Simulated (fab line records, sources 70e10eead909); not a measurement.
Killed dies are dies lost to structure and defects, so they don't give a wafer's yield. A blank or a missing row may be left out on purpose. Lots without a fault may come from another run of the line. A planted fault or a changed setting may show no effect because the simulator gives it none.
Which tool did it? | flow nand_harc | 10 lots, 30 wafers sampled, at 4 steps of a route of 1159

WHAT THE GAUGES READ, wafer by wafer
The record holds no reading of a measuring or inspecting step that can be judged against a usual standard deviation.

WHICH TOOL RAN EACH LOT (tool, then ch and the chambers of the sampled wafers, then the start)
lot  | NHARC_P_M2_STRIP_18               | NHARC_P_M2_PVD_20                       | NHARC_P_BONDPAD_ETCH_12           | NHARC_P_BONDPAD_STRIP_15
L428 | rie_diel-09 ch 2,3, day 5 19:32   | pvd_sputter-03, day 6 00:17 or earlier  | rie_diel-06 ch 0,3, day 6 00:17   | rie_diel-06 ch 0,2,3, day 6 00:33
L431 | rie_diel-08 ch 1,2, day 7 04:57   | pvd_sputter-02, day 7 09:14 or earlier  | rie_diel-04 ch 2,3, day 7 09:14   | rie_diel-06 ch 1,2, day 7 09:26
L432 | rie_diel-07 ch 0,1, day 7 08:51   | pvd_sputter-02, day 7 13:14 or earlier  | rie_diel-04 ch 2,3, day 7 13:14   | rie_diel-04 ch 1,2, day 7 13:28
L434 | rie_diel-09 ch 0,1,2, day 7 14:09 | pvd_sputter-02, day 7 18:32 or earlier  | rie_diel-06 ch 0,2,3, day 7 18:32 | rie_diel-06 ch 1,2,3, day 7 18:44
L437 | rie_diel-08 ch 1,2, day 8 09:35   | pvd_sputter-01, day 8 13:49 or earlier  | rie_diel-04 ch 2,3, day 8 13:49   | rie_diel-04 ch 1,2, day 8 14:02
L438 | rie_diel-09 ch 0,2,3, day 8 14:29 | pvd_sputter-02, day 8 19:35 or earlier  | rie_diel-04 ch 2,3, day 8 19:35   | rie_diel-06 ch 1,2, day 8 19:47
L440 | rie_diel-09 ch 0,1,2, day 9 07:40 | pvd_sputter-03, day 9 12:01 or earlier  | rie_diel-04 ch 0,2, day 9 12:01   | rie_diel-04 ch 0,2,3, day 9 12:14
L439 | rie_diel-07 ch 0,2,3, day 9 08:01 | pvd_sputter-02, day 9 12:49 or earlier  | rie_diel-13 ch 0,2, day 9 12:49   | rie_diel-06 ch 0,2,3, day 9 13:04
L447 | rie_diel-09 ch 1,3, day 11 08:20  | pvd_sputter-01, day 11 13:10 or earlier | rie_diel-06 ch 0,3, day 11 13:10  | rie_diel-04 ch 0,1,3, day 11 13:23
L449 | rie_diel-09 ch 0,2, day 11 10:17  | pvd_sputter-02, day 11 15:08 or earlier | rie_diel-13 ch 2,3, day 11 15:08  | rie_diel-04 ch 0,2,3, day 11 15:21
- NHARC_P_M2_STRIP_18: strips in N2/H2.
- NHARC_P_M2_PVD_20: deposits TaN, target thk 5 nm, time 8.06 s.
- NHARC_P_BONDPAD_ETCH_12: etches the open film in CHF3/O2, target depth 200 nm, time 100 s.
- NHARC_P_BONDPAD_STRIP_15: strips in O2.

WHAT THE TOOLS THEMSELVES READ (means of the sampled wafers that have a number; where no wafer has one, the mark that the record gives instead)
NHARC_P_M2_STRIP_18.
lot  | tool        | drypump_motor_current_A (A) | oes_product_au (a.u.) | rf_vpp_V (V) | showerhead_plenum_p_Torr (Torr) | throttle_valve_pct (%)
L428 | rie_diel-09 | 5.9                         | 0.995                 | 90.8         | 2.01                            | 14.163
L431 | rie_diel-08 | 5.3                         | 1.003                 | 91.9         | 2.06                            | 14.168
L432 | rie_diel-07 | 5.7                         | 0.995                 | 91.0         | 2.11                            | 14.166
L434 | rie_diel-09 | 5.7                         | 1.014                 | 90.4         | 1.99                            | 14.167
L437 | rie_diel-08 | 5.3                         | 1.016                 | 91.8         | 2.06                            | 14.183
L438 | rie_diel-09 | 5.5                         | 1.006                 | 90.5         | 2.08                            | 14.172
L440 | rie_diel-09 | 5.7                         | 1.013                 | 90.7         | 1.99                            | 14.175
L439 | rie_diel-07 | 5.8                         | 0.993                 | 89.6         | 2.04                            | 14.176
L447 | rie_diel-09 | 5.8                         | 0.990                 | 90.5         | 2.09                            | 14.164
L449 | rie_diel-09 | 5.3                         | 1.007                 | 91.1         | 2.07                            | 14.167

NHARC_P_M2_PVD_20.
lot  | tool           | throttle_valve_pct (%)
L428 | pvd_sputter-03 | 30.1
L431 | pvd_sputter-02 | 29.7
L432 | pvd_sputter-02 | 29.7
L434 | pvd_sputter-02 | 29.5
L437 | pvd_sputter-01 | 29.2
L438 | pvd_sputter-02 | 29.8
L440 | pvd_sputter-03 | 31.1
L439 | pvd_sputter-02 | 29.2
L447 | pvd_sputter-01 | 29.6
L449 | pvd_sputter-02 | 30.3

NHARC_P_BONDPAD_ETCH_12.
lot  | tool        | drypump_motor_current_A (A) | o2_flow_sccm (sccm) | oes_product_au (a.u.) | rf_fwd_power_W (W) | rf_vpp_V (V) | showerhead_plenum_p_Torr (Torr) | throttle_valve_pct (%)
L428 | rie_diel-06 | 5.4                         | 9.986               | 0.952                 | 497.6              | 372.6        | 2.49                            | 20.574
L431 | rie_diel-04 | 5.1                         | 10.012              | 0.918                 | 495.2              | 371.9        | 2.47                            | 20.570
L432 | rie_diel-04 | 5.0                         | 10.012              | 0.914                 | 495.1              | 371.1        | 2.47                            | 20.567
L434 | rie_diel-06 | 5.3                         | 9.981               | 0.914                 | 497.2              | 373.1        | 2.51                            | 20.569
L437 | rie_diel-04 | 5.0                         | 10.006              | 0.910                 | 497.0              | 371.8        | 2.47                            | 20.579
L438 | rie_diel-04 | 5.1                         | 9.995               | 0.914                 | 496.2              | 372.0        | 2.47                            | 20.574
L440 | rie_diel-04 | 5.2                         | 10.021              | 1.065                 | 629.2              | 371.7        | 2.47                            | 20.572
L439 | rie_diel-13 | 5.5                         | 10.015              | 0.954                 | 497.2              | 368.8        | 2.33                            | 20.576
L447 | rie_diel-06 | 5.1                         | 10.001              | 0.959                 | 495.7              | 372.8        | 2.49                            | 20.565
L449 | rie_diel-13 | 5.4                         | 10.028              | 0.914                 | 498.8              | 368.8        | 2.33                            | 20.572

NHARC_P_BONDPAD_STRIP_15.
lot  | tool        | drypump_motor_current_A (A) | o2_flow_sccm (sccm) | oes_product_au (a.u.) | rf_vpp_V (V) | showerhead_plenum_p_Torr (Torr) | throttle_valve_pct (%)
L428 | rie_diel-06 | 5.4                         | 500.0               | 0.989                 | 58.2         | 3.69                            | 17.035
L431 | rie_diel-06 | 5.5                         | 499.4               | 1.001                 | 58.7         | 3.64                            | 17.033
L432 | rie_diel-04 | 5.0                         | 501.0               | 0.983                 | 57.7         | 3.58                            | 17.036
L434 | rie_diel-06 | 5.3                         | 498.5               | 0.993                 | 58.1         | 3.63                            | 17.046
L437 | rie_diel-04 | 4.9                         | 500.7               | 0.986                 | 58.0         | 3.57                            | 17.035
L438 | rie_diel-06 | 5.6                         | 499.8               | 0.999                 | 59.2         | 3.63                            | 17.038
L440 | rie_diel-04 | 5.4                         | 499.4               | 0.987                 | 57.3         | 3.62                            | 17.029
L439 | rie_diel-06 | 5.3                         | 499.5               | 1.007                 | 57.9         | 3.68                            | 17.044
L447 | rie_diel-04 | 5.5                         | 499.7               | 0.982                 | 57.7         | 3.56                            | 17.031
L449 | rie_diel-04 | 5.5                         | 500.3               | 0.988                 | 58.5         | 3.61                            | 17.047

THE ANSWER, worked out from the rows above alone
Rule: what is usual is taken from the lots themselves. Put in order of their means at a reading, lots are off if they are a third of the lots or fewer, leave a main group of 4 or more, and stand apart from it by a gap of 3 or more times the standard deviation of the main group's means; of several such gaps the widest counts. A main group whose means are all the same, to the digits that the tables above print for the reading, isn't used. A lot without any number at a reading at which 4 lots or more have one is off too. The other lots that the step has rows for count as sound. The gauges are gone through in route order, then the tools' own readings, and for those a lot's mean is taken as printed above. The first step at which some lot is off is used, and at that step the reading that is off furthest; a lot without a number counts as furthest.
Off: L440, at NHARC_P_BONDPAD_ETCH_12 (rf_fwd_power_W). The main group: mean 496.7 W, standard deviation 1.1.
A tool fits if, at that step or a process step before it, it ran every lot that is off, and no sound lot after the first of them. NHARC_P_M2_PVD_20 gives no start for some lots, so the hours and the order of its lots are those of NHARC_P_BONDPAD_ETCH_12. Can't be told from this: 2 tools fit, pvd_sputter-03 at NHARC_P_M2_PVD_20, rie_diel-04 at NHARC_P_BONDPAD_ETCH_12.

WHAT THE SIMULATOR HAD PUT IN
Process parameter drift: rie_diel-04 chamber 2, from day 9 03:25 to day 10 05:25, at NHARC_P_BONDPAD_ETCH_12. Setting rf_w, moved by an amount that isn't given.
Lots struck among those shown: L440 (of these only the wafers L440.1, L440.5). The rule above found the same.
